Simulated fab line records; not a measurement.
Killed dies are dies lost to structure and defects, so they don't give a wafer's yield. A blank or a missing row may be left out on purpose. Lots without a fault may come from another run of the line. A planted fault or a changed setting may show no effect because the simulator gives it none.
fab line records	flow n5_finfet
[record] lots = 12	wafers = 31	last_day = 20
route steps=1938 shown FIN_CUT@169 TV_OPEN@1888 PASSIVATION@1925
lots that met no fault: from a run of the same line without faults
start_h: the number of hours between the record's first day and the start of the first shown wafer of the lot	wait_h: hours elapsed since this lot's preceding step	" repeats the value in the row above	L1.1+2: one row covering several wafers at once	- no value, or no start given	* or withheld: withheld	< > ~ a bound
route shown NAME@n: a module of which the file shows steps, and the number in the route of the first	usual: average and standard deviation across the fault-free wafers	same: alike in all rows	chamber/n: place in a boat	sites: the reading at each site	_std_site: their standard deviation	_edge_site: the outer-site mean with the inner-site mean subtracted	radius_mm: for every site, how far away it sits from the centre of the wafer	mask NAME#n: copy n	behind: tool/chamber where the wafer was last shaped	hold: cause of the lot's hold/its duration in hours/its outcome	device: transistor that didn't switch, given as n, p or np	end of line: the same wafers' tests at the end of the route	for a step that has no rows: nothing shown but its recipe	killed: dies that structure and defects cost at the first sort, which is not the same as the wafer's yield	map: a wafer's dies, x killed, . not, _ none there
set.NAME: setting as actually run; set.NAME@STEP: the setting as run at that earlier step	model.NAME: the simulator's own value behind a step, which no gauge read
a sample of lots followed through the steps of the route, with each step as a table and each wafer as a row
services: a tool's chamber out of use, with start hour (start_h, from the record's first day; less than 0 if before it), hours out, and reason
[[steps]]
[step N5_FIN_CUT_ETCH_21]
[recipe] chemistry = N2/H2	target = SOC	target_depth_a = 2190	overetch_a = 438	mask_material = SiARC	temp_c = 40	ion_energy_ev = 100	bias_w = 61	time_s = 523.5	pressure_mtorr = 30	source_w = 850	n2_flow_sccm = 200	h2_flow_sccm = 200
[usual] drypump_motor_current_A = 5.6/0.43	oes_product_au = 0.73/0.065	rf_vpp_V = 241.2/1.3	showerhead_plenum_p_Torr = 2.57/0.088	throttle_valve_pct = 17.81/0.23
lot.wafer	tool	chamber	start_h	wait_h	drypump_motor_current_A	oes_product_au	rf_hours_counter_h	rf_vpp_V	showerhead_plenum_p_Torr	throttle_valve_pct
L688.2	rie_diel-03	1	29.15	0.0	6.5	0.75	111	241.0	2.55	17.64
L688.3	"	2	"	"	5.4	0.67	172	240.5	2.63	17.80
L688.5	"	0	"	"	6.0	0.64	-	242.2	2.65	18.35
L689.3	rie_diel-03	2	34.01	0.0	5.4	0.67	174	243.2	2.63	17.79
L689.5	"	3	"	"	4.9	0.72	-	242.0	2.66	18.12
L689.6	"	0	"	"	6.0	0.64	-	241.3	2.65	18.37
L690.4	rie_diel-03	1	39.06	0.0	6.5	0.74	115	241.3	2.55	17.64
L690.5	"	1	"	"	6.5	0.75	-	241.6	2.55	17.63
L691.1	rie_diel-03	2	46.56	0.0	5.4	0.67	178	241.1	2.63	17.81
L691.4	"	1	"	"	6.4	0.74	-	242.3	2.55	17.64
L691.5	"	3	"	"	4.9	0.72	-	242.8	2.66	18.13
L692.1	rie_diel-02	3	51.47	0.0	5.7	0.72	160	239.9	2.42	17.81
L692.3	"	1	"	"	5.4	0.83	26	242.2	2.69	17.44
L692.6	"	2	"	"	5.5	0.71	-	241.7	2.53	17.71
L694.1	rie_diel-03	3	62.87	0.0	4.9	0.72	143	242.2	2.65	18.14
L694.3	"	2	"	"	5.4	0.66	184	242.3	2.62	17.80
L694.6	"	1	"	"	6.4	0.74	-	240.8	2.55	17.65
L699.2	rie_diel-03	2	93.18	0.0	5.4	0.66	192	242.6	2.62	17.84
L699.4	"	1	"	"	6.4	0.72	132	242.1	2.54	17.65
L701.2	rie_diel-03	3	105.82	0.0	4.9	0.71	155	242.4	2.65	18.15
L701.4	"	2	"	"	5.4	0.65	196	242.8	2.62	17.83
L702.2	rie_diel-03	3	110.57	0.0	4.9	0.70	157	241.5	2.65	18.15
L702.6	"	0	"	"	6.0	0.83	-	240.9	2.64	17.96
L704.1	rie_diel-02	1	122.28	0.0	5.4	0.80	47	241.6	2.68	17.48
L704.3	"	2	"	"	5.5	0.70	162	240.3	2.52	17.74
L704.5	"	1	"	"	5.4	0.79	-	243.3	2.68	17.47
L707.3	rie_diel-02	3	140.64	0.0	5.6	0.70	185	239.6	2.41	17.84
L707.6	"	2	"	"	5.5	0.69	-	241.4	2.52	17.76
L711.1	rie_diel-02	0	165.03	0.0	5.5	0.75	95	238.7	2.48	17.79
L711.4	"	0	"	"	5.5	0.76	-	240.2	2.48	17.76
L711.6	"	3	"	"	5.7	0.69	-	239.8	2.41	17.87
[step N5_PASSIVATION_VIA_ETCH_13]
[recipe] chemistry = CHF3/O2	target = SiO2	target_depth_a = 6600	CHF3_flow_sccm = 50	O2_flow_sccm = 5	Ar_flow_sccm = 200	time_s = 330	mask_material = PR	pressure_mtorr = 30	source_w = 650	bias_w = 170	ion_energy_ev = 200	ends = cleared
[usual] CHF3_flow_sccm = 49.99/0.16	drypump_motor_current_A = 5.6/0.32	etch_rf_on_time_s = 237/6.3	oes_product_au = 0.72/0.074	rf_vpp_V = 521/14	showerhead_plenum_p_Torr = 2.40/0.088	throttle_valve_pct = 18.87/0.2
lot.wafer	tool	chamber	start_h	wait_h	CHF3_flow_sccm	drypump_motor_current_A	etch_rf_on_time_s	oes_product_au	rf_hours_counter_h	rf_vpp_V	showerhead_plenum_p_Torr	throttle_valve_pct
L688.2	rie_diel-06	2	292.73	0.0	49.97	5.8	241	0.69	134	506	2.22	18.88
L688.3	"	3	"	"	49.90	5.8	239	0.61	227	515	2.38	19.12
L688.5	"	0	"	"	50.39	5.5	242	0.79	-	510	2.35	18.53
L689.3	rie_diel-03	1	312.14	0.0	50.06	6.4	238	0.67	193	529	2.39	18.98
L689.5	"	2	"	"	50.08	5.4	244	0.86	-	525	2.47	18.59
L689.6	"	1	"	"	49.85	6.4	241	0.67	-	530	2.39	18.96
L692.1	rie_diel-02	0	325.74	0.0	49.83	5.5	234	0.70	143	507	2.31	18.76
L692.3	"	3	"	"	50.18	5.6	247	0.62	241	515	2.26	19.01
L692.6	"	2	"	"	50.37	5.5	230	0.66	-	505	2.39	18.98
L691.1	rie_diel-03	2	330.46	0.0	50.09	5.4	232	0.83	9	526	2.47	18.63
L691.4	"	1	"	"	49.96	6.5	233	0.68	198	529	2.39	18.99
L691.5	"	3	"	"	49.76	4.9	232	0.66	-	524	2.48	19.27
L690.4	rie_diel-06	1	332.10	0.1	49.90	5.4	245	0.72	-	550	2.45	19.09
L690.5	"	3	"	"	49.68	5.8	245	0.60	-	517	2.38	19.16
L694.1	rie_diel-02	1	354.82	0.0	49.83	5.4	222	0.73	118	530	2.52	18.74
L694.3	"	2	"	"	50.11	5.5	230	0.64	234	506	2.38	18.98
L694.6	"	0	"	"	50.13	5.5	243	0.68	-	508	2.31	18.77
L699.2	rie_diel-06	0	378.03	0.0	49.98	5.5	233	0.76	80	510	2.34	18.57
L699.4	"	1	"	"	50.04	5.4	237	0.71	-	548	2.44	19.10
L702.2	rie_diel-02	3	392.82	0.0	49.76	5.6	238	0.82	8	522	2.54	18.67
L701.2	rie_diel-02	1	393.80	0.0	50.04	5.4	226	0.71	132	532	2.52	18.77
L701.4	"	0	"	"	49.88	5.5	244	0.68	167	508	2.30	18.80
L707.3	rie_diel-03	1	431.34	0.0	49.95	6.4	237	0.65	220	529	2.38	19.01
L707.6	"	0	"	"	50.03	6.0	246	0.71	-	537	2.42	18.84
L704.1	rie_diel-06	1	463.77	0.0	50.30	5.4	233	0.69	150	549	2.43	19.16
L704.3	"	2	"	"	49.89	5.8	242	0.65	173	503	2.21	18.94
L704.5	"	3	"	"	49.79	5.8	237	0.81	-	516	2.37	18.79
L711.1	rie_diel-03	1	472.14	0.0	50.11	6.4	234	0.64	226	527	2.38	19.01
L711.4	"	2	"	"	50.04	5.4	234	0.77	43	524	2.46	18.67
L711.6	"	3	"	"	49.81	4.9	232	0.64	-	526	2.47	19.30
[step N5_PASSIVATION_CD_MEAS_44]
[recipe] target_cd_nm = 40000	landing_energy_ev = 500	detector = se_inlens
[usual] cd_nm = 40001/5.1
lot.wafer	tool	chamber	start_h	wait_h	cd_nm
L688.2	cd_sem-02	0	298.05	-	40007
L688.3	"	0	"	"	39997
L688.5	"	0	"	"	39995
L689.3	cd_sem-02	0	315.79	-	40002
L689.5	"	0	"	"	40009
L689.6	"	0	"	"	40010
L692.1	cd_sem-03	0	328.73	-	39991
L692.3	"	0	"	"	40000
L692.6	"	0	"	"	39995
L691.1	cd_sem-03	0	334.04	-	40004
L691.4	"	0	"	"	39999
L691.5	"	0	"	"	39996
L690.4	cd_sem-03	0	335.13	-	40002
L690.5	"	0	"	"	40000
L694.1	cd_sem-03	0	359.17	-	40000
L694.3	"	0	"	"	40004
L694.6	"	0	"	"	40010
L699.2	cd_sem-03	0	385.55	-	39996
L699.4	"	0	"	"	39993
L702.2	cd_sem-03	0	396.34	-	39995
L701.2	cd_sem-03	0	398.07	-	40001
L701.4	"	0	"	"	39994
L707.3	cd_sem-01	0	435.93	-	39996
L707.6	"	0	"	"	39998
L704.1	cd_sem-02	0	467.06	-	40003
L704.3	"	0	"	"	40012
L704.5	"	0	"	"	40014
L711.1	cd_sem-03	0	475.07	-	40003
L711.4	"	0	"	"	40000
L711.6	"	0	"	"	39995
[step N5_PASSIVATION_PASS_ETCH_47]
[recipe] chemistry = CF4/O2	target = SiNx	target_depth_a = 7700	time_s = 385	ion_energy_ev = 100	pressure_mtorr = 40	source_w = 535	bias_w = 49	Ar_flow_sccm = 100	cf4_flow_sccm = 100	O2_flow_sccm = 10
[usual] drypump_motor_current_A = 5.6/0.43	oes_product_au = 0.82/0.091	rf_vpp_V = 242/6.1	showerhead_plenum_p_Torr = 2.23/0.086	throttle_valve_pct = 15.80/0.27
lot.wafer	tool	chamber	start_h	wait_h	drypump_motor_current_A	oes_product_au	rf_hours_counter_h	rf_vpp_V	showerhead_plenum_p_Torr	throttle_valve_pct
L688.2	rie_diel-05	3	298.18	0.0	5.4	0.95	14	239	2.36	15.44
L688.3	"	0	"	"	5.2	0.71	231	241	2.08	15.76
L688.5	"	0	"	"	5.1	0.71	-	241	2.08	15.77
L689.3	rie_diel-01	0	315.91	0.0	6.3	0.91	22	237	2.25	15.65
L689.5	"	3	"	"	5.0	0.74	-	245	2.11	16.08
L689.6	"	2	"	"	5.1	0.69	-	237	2.16	16.05
L692.1	rie_diel-05	3	328.86	0.0	5.4	0.92	27	240	2.35	15.46
L692.3	"	0	"	"	5.2	0.70	244	240	2.07	15.80
L692.6	"	3	"	"	5.4	0.92	-	242	2.35	15.46
L691.1	rie_diel-05	3	334.19	0.0	5.5	0.91	29	240	2.35	15.47
L691.4	"	0	"	"	5.1	0.70	245	240	2.08	15.80
L691.5	"	2	"	"	5.3	0.90	-	243	2.25	15.64
L690.4	rie_diel-05	1	335.26	0.0	6.2	0.75	182	241	2.18	16.15
L690.5	"	2	"	"	5.3	0.89	-	242	2.25	15.64
L694.1	rie_diel-05	1	359.67	0.0	6.2	0.74	192	241	2.17	16.16
L694.3	"	2	"	"	5.2	0.87	31	243	2.25	15.65
L694.6	"	2	"	"	5.2	0.88	-	243	2.25	15.66
L699.2	rie_diel-01	3	385.67	0.0	5.0	0.72	212	243	2.10	16.12
L699.4	"	0	"	"	6.2	0.87	48	236	2.25	15.71
L702.2	rie_diel-01	3	396.51	0.0	5.0	0.71	216	244	2.10	16.13
L701.2	rie_diel-01	1	398.19	0.0	5.8	0.73	188	254	2.29	15.81
L701.4	"	0	"	"	6.2	0.86	53	235	2.24	15.74
L707.3	rie_diel-04	1	436.05	0.0	6.1	0.96	4	240	2.36	15.89
L707.6	"	2	"	"	5.6	0.77	-	241	2.23	16.26
L704.1	rie_diel-04	0	467.33	0.0	5.8	0.71	210	254	2.17	15.59
L704.3	"	2	"	"	5.6	0.76	139	239	2.23	16.28
L704.5	"	2	"	"	5.6	0.76	-	241	2.23	16.27
L711.1	rie_diel-01	2	475.20	0.0	5.1	0.89	42	236	2.14	15.63
L711.4	"	1	"	"	5.8	0.71	216	256	2.28	15.88
L711.6	"	1	"	"	5.8	0.71	-	255	2.28	15.88
[step N5_PASSIVATION_PROBE_49]
[usual] killed_at_M0_to_M3 = 36/10	killed_at_M4_up = 14/5.2	killed_at_contacts = 12/6	killed_at_front_end = 37/10	killed_at_other = 4/3.3	killed_dies = 104/18	killed_on_rim = 14/4.1	killed_open = 68/14	killed_short = 34/7.4
[same] gross_dies = 1180	killed_at_back_side = 0
lot.wafer	tool	chamber	start_h	wait_h	killed_at_M0_to_M3	killed_at_M4_up	killed_at_contacts	killed_at_front_end	killed_at_other	killed_dies	killed_on_rim	killed_open	killed_short
L694.1	prober-01	-	362.77	0.0	37	13	16	72	4	142	22	102	40
L694.3	prober-01	-	362.87	0.1	47	10	23	51	3	134	16	85	49
L694.6	prober-01	-	363.02	0.3	23	9	20	39	3	94	17	58	35
L699.2	prober-01	-	388.74	0.1	35	13	10	36	0	94	12	65	28
L699.4	prober-01	-	388.84	0.2	26	11	11	381	2	431	132	57	28
L702.2	prober-01	-	400.56	0.1	29	12	7	41	2	91	7	55	36
L702.6	prober-01	-	400.76	0.3	44	9	11	970	1	1035	148	71	45
L701.2	prober-01	-	401.25	0.1	33	22	9	35	4	103	13	67	33
L701.4	prober-01	-	401.35	0.2	24	11	9	216	3	263	12	48	24
// killed by level:class
L694.1 FIN_SAQP:geometric_particle:open=23 STI_FIN_REVEAL:geometric_particle:open=23 MOL_CONTACT_COAG:geometric_particle:open=12 FIN_SAQP:geometric_particle:short=11 BEOL_M2:geometric_particle:open=9 BEOL_M0_SAQP:geometric_particle:short=7 BEOL_M3:geometric_particle:open=6 STARTING-WAFER:geometric_particle:open=5
L694.3 FIN_SAQP:geometric_particle:open=19 MOL_CONTACT_COAG:geometric_particle:open=15 BEOL_M2:geometric_particle:open=14 FIN_SAQP:geometric_particle:short=12 BEOL_M0_SAQP:geometric_particle:short=10 MOL_CONTACT_COAG:geometric_particle:short=8 ILD0:geometric_particle:short=7 BEOL_M0_SAQP:geometric_particle:open=6
L694.6 MOL_CONTACT_COAG:geometric_particle:open=15 BEOL_M3:geometric_particle:open=9 FIN_SAQP:geometric_particle:short=8 STI_FIN_REVEAL:geometric_particle:open=7 FIN_SAQP:geometric_particle:open=6 GATE_CUT:geometric_particle:short=5 MOL_CONTACT_COAG:geometric_particle:short=5 DUMMY_GATE:geometric_particle:short=4
L699.2 BEOL_M3:geometric_particle:open=11 MOL_CONTACT_COAG:geometric_particle:open=8 BEOL_M1:geometric_particle:open=8 FIN_SAQP:geometric_particle:short=5 STI_FIN_REVEAL:geometric_particle:open=5 ILD0:geometric_particle:short=5 BEOL_M0_SAQP:geometric_particle:open=5 BEOL_M0_SAQP:geometric_particle:short=5
L699.4 FIN_CUT:area_etch=346 MOL_CONTACT_COAG:geometric_particle:open=11 BEOL_M3:geometric_particle:open=10 FIN_SAQP:geometric_particle:open=8 STI_FIN_REVEAL:geometric_particle:open=8 FIN_SAQP:geometric_particle:short=7 GATE_CUT:geometric_particle:short=6 BEOL_M2:geometric_particle:open=6
L702.2 FIN_SAQP:geometric_particle:open=9 BEOL_M1:geometric_particle:open=9 GATE_CUT:geometric_particle:short=7 MOL_CONTACT_COAG:geometric_particle:open=7 FIN_SAQP:geometric_particle:short=6 BEOL_M2:geometric_particle:open=5 BEOL_M1:geometric_particle:short=5 BEOL_M4:geometric_particle:open=5
L702.6 FIN_CUT:area_etch=918 FIN_SAQP:geometric_particle:open=16 FIN_SAQP:geometric_particle:short=14 BEOL_M1:geometric_particle:open=14 BEOL_M0_SAQP:geometric_particle:short=9 DUMMY_GATE:geometric_particle:open=8 MOL_CONTACT_COAG:geometric_particle:open=7 BEOL_M2:geometric_particle:open=7
L701.2 BEOL_M4:geometric_particle:open=13 BEOL_M0_SAQP:geometric_particle:open=12 MOL_CONTACT_COAG:geometric_particle:open=9 STI_FIN_REVEAL:geometric_particle:open=8 BEOL_M0_SAQP:geometric_particle:short=7 FIN_SAQP:geometric_particle:short=6 FIN_SAQP:geometric_particle:open=5 DUMMY_GATE:geometric_particle:open=4
L701.4 FIN_CUT:area_etch=189 BEOL_M0_SAQP:geometric_particle:open=9 FIN_SAQP:geometric_particle:open=7 MOL_CONTACT_COAG:geometric_particle:open=7 BEOL_M0_SAQP:geometric_particle:short=6 BEOL_M0:geometric_particle:open=4 STARTING-WAFER:geometric_particle:short=4 GATE_CUT:geometric_particle:open=3
[[services]]
tool	chamber	start_h	hours	kind
rie_diel-02	1	6.16	3.1	repair
rie_diel-03	3	22.47	5.6	repair
rie_diel-03	-	24.05	0.2	repair
rie_diel-06	-	46.09	0.8	repair
rie_diel-02	2	105.66	4.1	repair
rie_diel-02	0	109.46	16.2	repair
rie_diel-02	3	114.40	6.5	repair
rie_diel-03	1	114.46	10.7	repair
rie_diel-03	3	139.89	3.5	repair
rie_diel-02	2	162.48	6.6	repair
rie_diel-01	2	171.91	16.9	repair
rie_diel-03	3	200.07	23.7	repair
rie_diel-03	2	220.43	3.6	repair
rie_diel-02	3	230.01	2.4	repair
rie_diel-02	0	252.10	6.5	repair
rie_diel-05	1	286.76	30.4	repair
rie_diel-01	1	313.20	6.2	repair
rie_diel-01	-	351.84	15.6	pm
rie_diel-03	-	377.95	28.1	pm
rie_diel-02	-	383.26	0.5	repair
rie_diel-01	0	427.65	10.6	repair
rie_diel-03	1	436.31	21.0	repair
rie_diel-02	1	457.33	10.4	repair
rie_diel-01	-	461.42	0.7	repair
[[key]]
[first_sign] step = N5_PASSIVATION_PROBE_49	reading = killed_at_front_end	direction = up	sigmas = 47	usual = 37	struck = 522
[effect] step = N5_PASSIVATION_PROBE_49	reading = killed_dies	direction = up	sigmas = 27	usual = 104	struck = 576
[more_kills_born_at] N5_FIN_CUT_ETCH_21@rie_diel-03 = 1453
met_at N5_FIN_CUT_ETCH_21
struck_lots L699,L701,L702
struck_wafers L699.4,L701.4,L702.6
later_rows_left_out L702.6
tester_left_out L699,L701,L702
not_acting_at N5_PASSIVATION_VIA_ETCH_13,N5_PASSIVATION_CD_MEAS_44,N5_PASSIVATION_PASS_ETCH_47
onset_between 62.87 93.18
[fault] kind = process_parameter_drift	tool = rie_diel-03	chamber = -	onset_h = 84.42	steps = N5_FIN_CUT_ETCH_21	channel = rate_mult	offset = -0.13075	shape = step	end_h = 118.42	scope = struck_wafers_only
// tester_left_out: of these lots the tester's yield and bins aren't shown, on N5 and GAA mostly nor the transistor test; their killed dies are dies lost to structure and defects alone, not to doping, threshold or leakage, so they don't give the yield
// later_rows_left_out: the simulator's readings of these wafers behind a module that went badly wrong aren't trusted and aren't shown, but for the sort
